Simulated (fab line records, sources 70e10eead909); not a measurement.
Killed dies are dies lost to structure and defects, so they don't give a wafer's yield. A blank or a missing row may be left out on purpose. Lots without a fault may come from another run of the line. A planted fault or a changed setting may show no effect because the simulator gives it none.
Chamber matching | flow nand_harc | NHARC_P_M2_CMP_23 on cmp-02: 4 sister chambers
The step polishes, t overpolish 20 s, target thk 144.3 nm. 4 wafers are shown with their chamber, then 7 later ones without.

WAFERS WITH THEIR CHAMBER
wafer  | chamber | motor_current_A (A)
L588.4 | 0       | 11.0
L592.3 | 2       | 13.1
L595.2 | 3       | 12.2
L595.3 | 1       | 11.8

WAFERS WITHOUT THEIR CHAMBER
wafer  | motor_current_A (A)
L595.4 | 13.4
L596.2 | 13.2
L596.5 | 10.7
L596.6 | 11.4
L598.1 | 11.9
L598.3 | 12.7
L598.6 | 10.5

WHICH CHAMBER EACH WENT THROUGH
wafer  | from the rows above          | in truth
L595.4 | 2                            | 2
L596.2 | 2                            | 2
L596.5 | 0                            | 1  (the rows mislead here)
L596.6 | can't be placed: 0 or 1 or 3 | 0
L598.1 | can't be placed: 1 or 3      | 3
L598.3 | can't be placed: 2 or 3 or 1 | 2
L598.6 | 0                            | 0
Placed correctly: 3 of 7. Can't be placed from these rows: 3 (the true chamber is among the candidates in 3). Placed wrongly: 1.
How it was worked out, from the rows above alone: a wafer's distance from a chamber is the root of the sum, over the readings, of the square of ((its reading less the chamber's mean) divided by the reading's scatter). The wafer belongs to the nearest chamber; if the next one is less than 2 further off, it can't be placed. A chamber's mean is the mean of its shown wafers. The scatter: with one shown wafer a chamber, the root of the mean of the squares of how far each hidden wafer lies from its nearest shown one.
